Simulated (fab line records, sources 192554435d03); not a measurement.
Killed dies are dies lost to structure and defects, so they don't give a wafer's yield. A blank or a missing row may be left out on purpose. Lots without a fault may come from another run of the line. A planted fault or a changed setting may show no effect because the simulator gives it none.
fab line records | flow n5_finfet
record lots=24 wafers=72 last_day=17
route steps=1938 shown BEOL_M3@991 BEOL_M4@1023
lots that met no fault: from a run of the same line without faults
start_h: hours from the record's first day to the start of the lot's first wafer shown | wait_h: hours since the lot's step before | " the same as in the row above | L1.1+2: a row that stands for several wafers | - no value, or no start given | * or withheld: withheld | < > ~ a bound
route shown NAME@n: a module of which the file shows steps, and the number in the route of the first | usual: mean/standard deviation of fault-free wafers | same: alike in all rows | chamber/n: place in a boat | sites: the reading at each site | _std_site: their standard deviation | _edge_site: outer sites' mean less inner sites' | radius_mm: how far each site lies from the wafer's centre | mask NAME#n: copy n | behind: the tool/chamber that last shaped the wafer | hold: why the lot was held/for how many hours/how that ended | device: the transistor (n, p or np) that didn't switch | end of line: the same wafers' tests at the end of the route | a step without rows: its recipe alone | killed: dies lost to structure and defects at the first sort, not the wafer's yield | map: a wafer's dies, x killed, . not, _ none there
set.NAME: the setting as run; set.NAME@STEP: as run at that earlier step | model.NAME: the simulator's own value behind a step, which no gauge read
steps of the route over a sample of lots; a table a step, a row a wafer
services: from which hour (start_h, from the record's first day; less than 0 if before it) a tool's chamber was out of use, for how many hours, and why
## steps
# step N5_BEOL_M3_ALD_84
# recipe material=TaN target_thk_a=* temp_c=275 ald_precursor_family=PDMAT ald_co_reactant=NH3 pressure_torr=3 carrier_flow_sccm=1500 pulse_time_s=2 purge_time_s=3 co_reactant_purge_time_s=2 co_reactant_pulse_time_s=3 ald_cycles=30 precursor_vessel_temp_c=75 precursor_vessel_pressure_torr=26.25 precursor_vessel_carrier_sccm=1000
# usual heater_power_w=417/25 mfc_carrier_sccm=1500/4.2 precursor_vessel_carrier_sccm=1000.2/2.8
# columns lot.wafer tool chamber start_h wait_h heater_power_w mfc_carrier_sccm precursor_vessel_carrier_sccm since_wet_clean_h
L075.3 ald_metal-02 0 149.28 0.0 459 1505 1000.5 5966
L075.4 " 3 " " 420 1503 1003.5 5966
L075.6 " 2 " " 445 1506 1001.6 -
L074.1 ald_metal-04 2 152.85 0.0 370 1494 997.8 4431
L074.2 " 3 " " 439 1495 1002.1 4431
L074.4 " 0 " " 413 1500 998.2 4431
L076.2 ald_metal-04 0 163.19 0.0 419 1497 1001.3 4441
L076.3 " 2 " " 363 1495 1001.8 4441
L076.5 " 1 " " 387 1496 1001.6 -
L077.4 ald_metal-02 0 166.26 0.1 456 1500 993.6 5983
L077.5 " 3 " " 410 1500 1000.8 -
L077.6 " 0 " " 455 1497 999.2 -
L079.2 ald_metal-02 1 179.10 0.0 396 1498 1003.2 5996
L079.3 " 2 " " 450 1490 1000.6 5996
L079.6 " 3 " " 407 1500 999.8 -
L078.1 ald_metal-03 1 179.15 0.0 420 1493 1001.7 1380
L078.2 " 3 " " 457 1502 1000.9 1380
L078.6 " 2 " " 439 1505 1002.0 -
L080.2 ald_metal-03 0 184.46 0.0 411 1505 1000.8 1386
L080.3 " 3 " " 450 1501 1000.2 1386
L080.6 " 2 " " 428 1498 999.5 -
L081.2 ald_metal-03 3 192.75 0.2 453 1502 993.1 1394
L081.5 " 0 " " 417 1499 1002.7 -
L081.6 " 3 " " 456 1498 997.7 -
L082.1 ald_metal-04 1 197.74 0.0 409 1496 997.3 4476
L082.3 " 0 " " 424 1498 996.0 4476
L082.4 " 2 " " 361 1500 999.5 4476
L083.1 ald_metal-03 2 200.40 0.1 435 1505 1000.3 1402
L083.2 " 3 " " 447 1502 996.8 1402
L083.4 " 1 " " 407 1506 1004.2 1402
L084.2 ald_metal-04 1 215.73 0.1 403 1510 1002.2 4494
L084.3 " 3 " " 433 1500 1001.7 4494
L084.6 " 2 " " 359 1501 1001.0 -
L087.3 ald_metal-02 3 229.64 0.0 406 1494 1000.5 6046
L087.5 " 1 " " 400 1497 1002.3 -
L087.6 " 0 " " 453 1507 999.9 -
L085.1 ald_metal-04 2 236.34 0.1 370 1507 1002.0 4515
L085.3 " 1 " " 409 1501 999.4 4515
L085.4 " 3 " " 440 1500 1001.7 4515
L086.2 ald_metal-03 1 236.42 0.1 424 1500 998.8 1438
L086.4 " 2 " " 432 1507 999.1 1438
L086.6 " 1 " " 408 1499 999.2 -
L088.1 ald_metal-03 3 249.13 0.0 446 1494 995.8 1450
L088.5 " 2 " " 432 1499 999.6 -
L088.6 " 1 " " 414 1507 1004.2 -
L089.3 ald_metal-03 0 251.83 0.0 416 1500 1001.1 1453
L089.4 " 1 " " 425 1501 998.8 1453
L089.6 " 1 " " 396 1502 996.3 -
L091.1 ald_metal-04 2 252.24 0.1 372 1505 996.4 4531
L091.2 " 1 " " 394 1497 1001.4 4531
L091.6 " 2 " " 366 1500 999.0 -
L090.2 ald_metal-03 1 256.83 0.0 412 1505 1000.9 1458
L090.4 " 3 " " 449 1498 1003.9 1458
L090.5 " 3 " " 444 1501 1003.4 -
L092.1 ald_metal-03 0 260.91 0.0 415 1498 1000.5 1462
L092.4 " 2 " " 410 1498 998.5 1462
L092.6 " 1 " " 415 1501 996.0 -
L093.1 ald_metal-04 2 261.57 0.0 362 1507 1004.5 4540
L093.3 " 1 " " 413 1505 1000.3 4540
L093.4 " 3 " " 442 1497 998.9 4540
L094.2 ald_metal-03 0 264.33 0.0 409 1504 1003.3 1466
L094.3 " 3 " " 446 1494 1003.9 1466
L094.5 " 1 " " 397 1495 999.9 -
L095.4 ald_metal-04 3 275.22 0.1 432 1506 1001.4 4554
L095.5 " 2 " " 367 1505 995.5 -
L095.6 " 1 " " 404 1500 1003.9 -
L096.4 ald_metal-03 3 290.16 0.1 446 1498 1000.0 1491
L096.5 " 2 " " 436 1503 1007.5 -
L096.6 " 1 " " 411 1500 997.6 -
L097.1 ald_metal-03 1 299.56 0.1 408 1507 1000.9 1501
L097.4 " 3 " " 442 1498 1003.5 1501
L097.5 " 0 " " 409 1499 997.7 -
# step N5_BEOL_M3_THK_MEAS_53
# recipe thk_meas_gauge=xrf reads=Cu_of_BEOL_M3_ECD_50
# usual M3_THK=41.4/2
# columns lot.wafer tool chamber start_h wait_h M3_THK[nm]
L075.3 film_metro-01 - 152.33 - 41.3
L075.4 " - " " 43.2
L075.6 " - " " 43.7
L074.1 film_metro-01 - 156.20 - 38.3
L074.2 " - " " 36.1
L074.4 " - " " 40.6
L076.2 film_metro-02 - 166.49 - 38.7
L076.3 " - " " 41.8
L076.5 " - " " 40.8
L077.4 film_metro-02 - 169.39 - 39.1
L077.5 " - " " 38.6
L077.6 " - " " 40.2
L079.2 film_metro-01 - 182.51 - 40.7
L079.3 " - " " 42.5
L079.6 " - " " 43.4
L078.1 film_metro-01 - 185.67 - 41.1
L078.2 " - " " 41.0
L078.6 " - " " 44.3
L080.2 film_metro-01 - 187.73 - 40.2
L080.3 " - " " 39.2
L080.6 " - " " 41.0
L081.2 film_metro-02 - 197.54 - 43.0
L081.5 " - " " 45.7
L081.6 " - " " 40.7
L082.1 film_metro-01 - 201.61 - 42.9
L082.3 " - " " 41.6
L082.4 " - " " 44.7
L083.1 film_metro-02 - 203.52 - 38.6
L083.2 " - " " 36.9
L083.4 " - " " 39.9
L084.2 film_metro-02 - 219.32 - 40.5
L084.3 " - " " 42.2
L084.6 " - " " 42.7
L087.3 film_metro-02 - 232.70 - 43.9
L087.5 " - " " 43.8
L087.6 " - " " 44.0
L085.1 film_metro-01 - 239.49 - 41.1
L085.3 " - " " 43.1
L085.4 " - " " 40.6
L086.2 film_metro-02 - 239.78 - 39.0
L086.4 " - " " 40.9
L086.6 " - " " 40.4
L088.1 film_metro-02 - 252.36 - 41.8
L088.5 " - " " 43.0
L088.6 " - " " 43.1
L089.3 film_metro-01 - 254.95 - 40.1
L089.4 " - " " 40.4
L089.6 " - " " 41.4
L091.1 film_metro-01 - 257.14 - 39.5
L091.2 " - " " 42.1
L091.6 " - " " 42.5
L090.2 film_metro-02 - 261.64 - 37.2
L090.4 " - " " 41.7
L090.5 " - " " 38.7
L092.1 film_metro-02 - 264.05 - 39.6
L092.4 " - " " 41.5
L092.6 " - " " 42.3
L093.1 film_metro-01 - 265.02 - 40.0
L093.3 " - " " 42.6
L093.4 " - " " 41.8
L094.2 film_metro-01 - 267.36 - 38.8
L094.3 " - " " 42.2
L094.5 " - " " 40.7
L095.4 film_metro-01 - 278.58 - 42.6
L095.5 " - " " 40.8
L095.6 " - " " 45.3
L096.4 film_metro-02 - 293.26 - 42.4
L096.5 " - " " 42.6
L096.6 " - " " 42.6
L097.1 film_metro-02 - 302.58 - 42.9
L097.4 " - " " 42.3
L097.5 " - " " 43.9
# step N5_BEOL_M3_PRE_CLEAN_60
# recipe gas=NH3/H2 time_s=15 temp_c=* rf_power_w=300
# usual heater_power_w=90/5.9
# columns lot.wafer tool chamber start_h wait_h heater_power_w since_wet_clean_h
L075.3 cvd_co-01 0 152.37 0.0 100 912
L075.4 " 0 " " 96 -
L075.6 " 2 " " 88 -
L074.1 cvd_co-02 2 156.24 0.0 85 238
L074.2 " 0 " " 92 698
L074.4 " 2 " " 80 -
L076.2 cvd_co-02 0 166.52 0.0 95 708
L076.3 " 1 " " 84 1145
L076.5 " 0 " " 96 -
L077.4 cvd_co-01 1 169.44 0.1 93 -
L077.5 " 2 " " 92 -
L077.6 " 0 " " 99 -
L079.2 cvd_co-02 1 182.71 0.2 82 1161
L079.3 " 2 " " 84 265
L079.6 " 2 " " 83 -
L078.1 cvd_co-02 1 185.71 0.0 83 1164
L078.2 " 2 " " 83 268
L078.6 " 1 " " 83 -
L080.2 cvd_co-02 2 187.76 0.0 83 270
L080.3 " 0 " " 94 729
L080.6 " 0 " " 94 -
L081.2 cvd_co-02 2 197.57 0.0 83 280
L081.5 " 2 " " 84 -
L081.6 " 0 " " 95 -
L082.1 cvd_co-02 1 201.65 0.0 83 1180
L082.3 " 2 " " 84 284
L082.4 " 1 " " 82 -
L083.1 cvd_co-02 1 203.56 0.0 82 1182
L083.2 " 0 " " 95 745
L083.4 " 0 " " 92 -
L084.2 cvd_co-01 2 219.36 0.0 93 513
L084.3 " 1 " " 90 83
L084.6 " 1 " " 93 -
L087.3 cvd_co-01 1 232.74 0.0 88 96
L087.5 " 0 " " 100 -
L087.6 " 2 " " 91 -
L085.1 cvd_co-01 1 239.53 0.0 92 103
L085.3 " 2 " " 90 533
L085.4 " 1 " " 92 -
L086.2 cvd_co-02 1 239.82 0.0 83 1218
L086.4 " 0 " " 94 -
L086.6 " 2 " " 83 -
L088.1 cvd_co-01 0 252.39 0.0 99 1012
L088.5 " 1 " " 87 -
L088.6 " 0 " " 100 -
L089.3 cvd_co-01 2 254.98 0.0 93 548
L089.4 " 0 " " 98 -
L089.6 " 2 " " 92 -
L091.1 cvd_co-02 0 257.34 0.2 95 799
L091.2 " 1 " " 81 1236
L091.6 " 1 " " 83 -
L090.2 cvd_co-01 0 261.68 0.0 100 1022
L090.4 " 2 " " 92 -
L090.5 " 0 " " 99 -
L092.1 cvd_co-01 2 264.08 0.0 93 558
L092.4 " 2 " " 90 -
L092.6 " 1 " " 90 -
L093.1 cvd_co-02 0 265.05 0.0 92 806
L093.3 " 2 " " 84 347
L093.4 " 0 " " 98 -
L094.2 cvd_co-01 0 267.40 0.0 97 1027
L094.3 " 1 " " 91 131
L094.5 " 1 " " 91 -
L095.4 cvd_co-02 0 278.63 0.1 95 -
L095.5 " 2 " " 85 -
L095.6 " 1 " " 83 -
L096.4 cvd_co-02 1 293.32 0.1 81 -
L096.5 " 2 " " 84 -
L096.6 " 0 " " 96 -
L097.1 cvd_co-01 0 302.61 0.0 98 1063
L097.4 " 0 " " 98 -
L097.5 " 2 " " 93 -
# step N5_BEOL_M3_DEP_57
# recipe material=SiCN target_thk_a=80 temp_c=withheld precursor=3MS/NH3 pressure_torr=3 rf_w=202 time_s=14
# usual showerhead_plenum_p_Torr=3.664/0.009 throttle_valve_pct=9.1/0.47
# columns lot.wafer tool chamber start_h wait_h showerhead_plenum_p_Torr since_wet_clean_h throttle_valve_pct
L075.3 pecvd-02 0 152.53 0.0 3.671 1219 9.6
L075.4 " 2 " " 3.645 - 8.9
L075.6 " 1 " " 3.656 - 9.7
L074.1 pecvd-01 0 156.39 0.0 3.678 1042 9.4
L074.2 " 1 " " 3.671 1767 9.7
L074.4 " 0 " " 3.669 - 9.6
L076.2 pecvd-02 0 166.68 0.0 3.688 1233 9.7
L076.3 " 2 " " 3.655 479 8.8
L076.5 " 2 " " 3.655 - 8.9
L077.4 pecvd-03 2 169.60 0.0 3.661 - 8.3
L077.5 " 0 " " 3.672 - 8.7
L077.6 " 1 " " 3.660 - 9.1
L079.2 pecvd-03 0 182.87 0.0 3.653 887 8.8
L079.3 " 1 " " 3.662 1612 9.3
L079.6 " 0 " " 3.661 - 8.6
L078.1 pecvd-03 2 185.86 0.0 3.665 136 8.4
L078.2 " 1 " " 3.657 1615 9.3
L078.6 " 1 " " 3.655 - 9.2
L080.2 pecvd-03 0 187.92 0.0 3.670 892 8.8
L080.3 " 1 " " 3.662 1617 9.3
L080.6 " 1 " " 3.664 - 9.3
L081.2 pecvd-03 2 197.73 0.0 3.648 148 8.1
L081.5 " 2 " " 3.661 - 8.2
L081.6 " 1 " " 3.664 - 9.3
L082.1 pecvd-03 2 201.81 0.0 3.647 152 8.4
L082.3 " 0 " " 3.657 906 8.8
L082.4 " 1 " " 3.655 - 9.3
L083.1 pecvd-01 2 203.77 0.0 3.671 335 8.9
L083.2 " 0 " " 3.667 1089 9.5
L083.4 " 1 " " 3.671 - 9.9
L084.2 pecvd-02 0 219.52 0.0 3.670 1286 9.6
L084.3 " 1 " " 3.666 2011 9.6
L084.6 " 0 " " 3.667 - 9.9
L087.3 pecvd-02 1 232.90 0.0 3.671 2024 9.3
L087.5 " 0 " " 3.672 - 9.6
L087.6 " 1 " " 3.667 - 9.6
L085.1 pecvd-02 0 239.68 0.0 3.676 1306 9.7
L085.3 " 1 " " 3.675 2031 9.5
L085.4 " 1 " " 3.660 - 9.6
L086.2 pecvd-02 0 239.97 0.0 3.672 1306 9.5
L086.4 " 1 " " 3.670 - 9.4
L086.6 " 0 " " 3.667 - 9.5
L088.1 pecvd-01 0 252.56 0.0 3.670 1138 9.6
L088.5 " 2 " " 3.665 - 8.7
L088.6 " 0 " " 3.672 - 9.5
L089.3 pecvd-03 2 255.14 0.0 3.660 205 8.3
L089.4 " 2 " " 3.654 - 8.4
L089.6 " 0 " " 3.662 - 8.7
L091.1 pecvd-01 0 257.50 0.0 3.670 1143 9.4
L091.2 " 2 " " 3.663 389 8.7
L091.6 " 2 " " 3.667 - 8.6
L090.2 pecvd-03 1 261.83 0.0 3.662 1691 9.2
L090.4 " 2 " " 3.654 - 8.0
L090.5 " 1 " " 3.673 - 9.4
L092.1 pecvd-02 0 264.24 0.0 3.675 1331 9.6
L092.4 " 2 " " 3.652 - 9.0
L092.6 " 0 " " 3.668 - 9.9
L093.1 pecvd-01 0 265.22 0.0 3.672 1150 9.5
L093.3 " 0 " " 3.668 - 9.5
L093.4 " 2 " " 3.672 - 8.7
L094.2 pecvd-02 2 267.55 0.0 3.650 580 8.9
L094.3 " 0 " " 3.674 1334 9.5
L094.5 " 0 " " 3.666 - 9.5
L095.4 pecvd-02 1 278.80 0.0 3.670 - 9.5
L095.5 " 0 " " 3.677 - 9.8
L095.6 " 1 " " 3.663 - 9.3
L096.4 pecvd-03 1 293.47 0.0 3.651 - 9.1
L096.5 " 0 " " 3.659 - 8.8
L096.6 " 2 " " 3.651 - 8.5
L097.1 pecvd-01 0 302.77 0.0 3.669 1188 9.2
L097.4 " 1 " " 3.677 - 9.8
L097.5 " 0 " " 3.671 - 9.5
# step N5_BEOL_M3_INSPECT_59
# recipe inspect_instrument=darkfield mode=post_dep
# usual raw_defect_count=76/23
# columns lot.wafer tool chamber start_h wait_h raw_defect_count
L075.3 defect_inspect-02 - 152.62 0.0 70
L075.4 " - " " 60
L075.6 " - " " 117
L074.1 defect_inspect-02 - 156.50 0.0 75
L074.2 " - " " 84
L074.4 " - " " 110
L076.2 defect_inspect-01 - 166.77 0.0 104
L076.3 " - " " 108
L076.5 " - " " 100
L077.4 defect_inspect-01 - 169.67 0.0 53
L077.5 " - " " 49
L077.6 " - " " 70
L079.2 defect_inspect-01 - 182.96 0.0 56
L079.3 " - " " 59
L079.6 " - " " 42
L078.1 defect_inspect-02 - 185.96 0.0 73
L078.2 " - " " 73
L078.6 " - " " 82
L080.2 defect_inspect-01 - 188.01 0.0 108
L080.3 " - " " 64
L080.6 " - " " 51
L081.2 defect_inspect-01 - 197.82 0.0 62
L081.5 " - " " 73
L081.6 " - " " 61
L082.1 defect_inspect-01 - 201.90 0.0 54
L082.3 " - " " 67
L082.4 " - " " 72
L083.1 defect_inspect-02 - 203.86 0.0 73
L083.2 " - " " 90
L083.4 " - " " 58
L084.2 defect_inspect-02 - 219.61 0.0 37
L084.3 " - " " 50
L084.6 " - " " 42
L087.3 defect_inspect-01 - 232.99 0.0 73
L087.5 " - " " 58
L087.6 " - " " 109
L085.1 defect_inspect-02 - 239.78 0.0 68
L085.3 " - " " 67
L085.4 " - " " 127
L086.2 defect_inspect-01 - 240.06 0.0 74
L086.4 " - " " 68
L086.6 " - " " 32
L088.1 defect_inspect-02 - 252.67 0.0 108
L088.5 " - " " 113
L088.6 " - " " 115
L089.3 defect_inspect-02 - 255.23 0.0 97
L089.4 " - " " 77
L089.6 " - " " 79
L091.1 defect_inspect-02 - 257.61 0.0 95
L091.2 " - " " 81
L091.6 " - " " 96
L090.2 defect_inspect-02 - 261.93 0.0 99
L090.4 " - " " 58
L090.5 " - " " 44
L092.1 defect_inspect-01 - 264.33 0.0 56
L092.4 " - " " 80
L092.6 " - " " 76
L093.1 defect_inspect-01 - 265.33 0.0 82
L093.3 " - " " 57
L093.4 " - " " 76
L094.2 defect_inspect-01 - 267.65 0.0 49
L094.3 " - " " 72
L094.5 " - " " 39
L095.4 defect_inspect-02 - 278.89 0.0 112
L095.5 " - " " 74
L095.6 " - " " 54
L096.4 defect_inspect-01 - 293.55 0.0 49
L096.5 " - " " 77
L096.6 " - " " 66
L097.1 defect_inspect-01 - 303.14 0.3 70
L097.4 " - " " 46
L097.5 " - " " 43
# step N5_BEOL_M4_PECVD_72
# recipe material=SiO2 target_thk_a=160 temp_c=400 precursor=TEOS/O2 pressure_torr=5.5 rf_w=450 teos_flow_sccm=53.8 gas=O2 flow_sccm=3000 time_s=18
# usual heater_power_w=684/77 showerhead_plenum_p_Torr=8.79/0.045 throttle_valve_pct=22.5/1.2
# columns lot.wafer tool chamber start_h wait_h heater_power_w showerhead_plenum_p_Torr since_wet_clean_h throttle_valve_pct
L075.3 pecvd-04 1 152.80 0.1 690 8.80 - 22.9
L075.4 " 0 " " 677 8.76 - 23.6
L075.6 " 0 " " 675 8.76 - 23.7
L074.1 pecvd-03 2 156.64 0.0 580 8.75 106 20.4
L074.2 " 1 " " 571 8.76 1586 23.0
L074.4 " 1 " " 570 8.77 - 22.9
L076.2 pecvd-01 0 166.91 0.0 693 8.80 1052 23.6
L076.3 " 2 " " 714 8.81 298 21.6
L076.5 " 0 " " 693 8.80 - 23.5
L077.4 pecvd-03 1 169.83 0.1 538 8.78 - 22.9
L077.5 " 2 " " 652 8.74 - 20.6
L077.6 " 0 " " 587 8.76 - 21.8
L079.2 pecvd-01 0 183.11 0.0 801 8.80 1068 23.4
L079.3 " 2 " " 716 8.84 314 21.3
L079.6 " 2 " " 715 8.81 - 21.6
L078.1 pecvd-01 2 186.10 0.0 750 8.82 317 21.4
L078.2 " 0 " " 698 8.81 1071 23.6
L078.6 " 0 " " 700 8.83 - 23.4
L080.2 pecvd-04 1 188.15 0.0 686 8.81 1436 22.8
L080.3 " 0 " " 811 8.75 711 23.7
L080.6 " 1 " " 662 8.80 - 22.8
L081.2 pecvd-04 2 197.96 0.0 823 8.95 2171 24.4
L081.5 " 1 " " 750 8.78 - 22.9
L081.6 " 0 " " 764 8.75 - 23.9
L082.1 pecvd-03 2 202.04 0.0 629 8.73 152 20.6
L082.3 " 0 " " 545 8.77 906 21.8
L082.4 " 0 " " 538 8.76 - 21.7
L083.1 pecvd-04 1 204.01 0.0 769 8.81 1452 22.6
L083.2 " 0 " " 695 8.78 727 23.7
L083.4 " 0 " " 698 8.77 - 23.7
L084.2 pecvd-01 1 219.77 0.0 676 8.82 1830 24.3
L084.3 " 0 " " 755 8.79 1105 23.7
L084.6 " 1 " " 685 8.82 - 24.3
L087.3 pecvd-04 0 233.13 0.0 720 8.75 756 24.0
L087.5 " 0 " " 692 8.76 - 24.0
L087.6 " 2 " " 759 8.89 - 21.5
L085.1 pecvd-03 0 239.92 0.0 640 8.78 944 21.5
L085.3 " 1 " " 568 8.77 1669 23.1
L085.4 " 0 " " 626 8.78 - 21.7
L086.2 pecvd-01 1 240.21 0.0 672 8.84 1850 24.2
L086.4 " 2 " " 683 8.82 - 21.5
L086.6 " 0 " " 757 8.81 - 23.3
L088.1 pecvd-01 0 252.81 0.0 777 8.79 1138 23.2
L088.5 " 0 " " 774 8.80 - 23.2
L088.6 " 2 " " 725 8.82 - 21.5
L089.3 pecvd-01 0 255.39 0.1 804 8.79 - 23.2
L089.4 " 2 " " 782 8.82 - 21.6
L089.6 " 0 " " 821 8.79 - 23.5
L091.1 pecvd-03 0 257.77 0.0 638 8.76 962 21.7
L091.2 " 2 " " 629 8.74 208 20.7
L091.6 " 1 " " 612 8.76 - 22.9
L090.2 pecvd-03 2 262.08 0.0 624 8.74 212 20.7
L090.4 " 0 " " 644 8.77 - 21.9
L090.5 " 2 " " 621 8.74 - 20.9
L092.1 pecvd-03 2 264.49 0.0 559 8.70 214 20.7
L092.4 " 0 " " 652 8.78 - 21.6
L092.6 " 2 " " 584 8.77 - 20.7
L093.1 pecvd-01 2 265.47 0.0 740 8.83 397 21.5
L093.3 " 2 " " 771 8.83 - 21.4
L093.4 " 0 " " 788 8.80 - 23.0
L094.2 pecvd-04 1 267.79 0.0 692 8.81 1515 22.7
L094.3 " 2 " " 700 8.91 - 21.6
L094.5 " 2 " " 698 8.90 - 21.2
L095.4 pecvd-01 0 279.05 0.1 789 8.81 - 23.5
L095.5 " 1 " " 566 8.84 - 24.5
L095.6 " 2 " " 767 8.82 - 21.6
L096.4 pecvd-03 0 293.71 0.1 586 8.77 - 21.6
L096.5 " 1 " " 593 8.77 - 22.6
L096.6 " 2 " " 650 8.72 - 21.0
L097.1 pecvd-03 0 303.28 0.0 638 8.76 1007 21.4
L097.4 " 1 " " 637 8.76 - 22.8
L097.5 " 2 " " 662 8.74 - 20.9
## services
# columns tool chamber start_h hours kind
pecvd-04 2 146.14 10.2 scheduled_down
ald_metal-03 - 165.29 2.8 pm
cvd_co-02 - 167.00 2.8 pm
cvd_co-01 - 181.82 6.9 pm
cvd_co-02 - 188.95 6.0 pm
ald_metal-03 - 189.49 0.4 repair
pecvd-02 - 199.08 14.6 pm
cvd_co-01 - 201.31 1.5 repair
pecvd-04 2 202.38 - clean
pecvd-04 2 202.38 - consumable_replace:showerhead
pecvd-04 2 202.38 29.0 scheduled_down
cvd_co-02 2 203.30 12.0 repair
ald_metal-03 3 215.15 - calibration
ald_metal-02 - 230.35 14.6 pm
pecvd-01 1 246.46 25.7 repair
ald_metal-02 - 247.86 6.0 pm
pecvd-03 - 250.52 2.8 pm
ald_metal-04 0 251.33 5.2 repair
ald_metal-02 - 254.19 0.4 repair
cvd_co-01 - 257.08 2.8 pm
ald_metal-02 - 271.66 0.2 repair
cvd_co-01 - 281.73 4.3 pm
pecvd-04 - 299.98 0.4 repair
pecvd-01 2 300.39 2.1 scheduled_down
## key
fault none
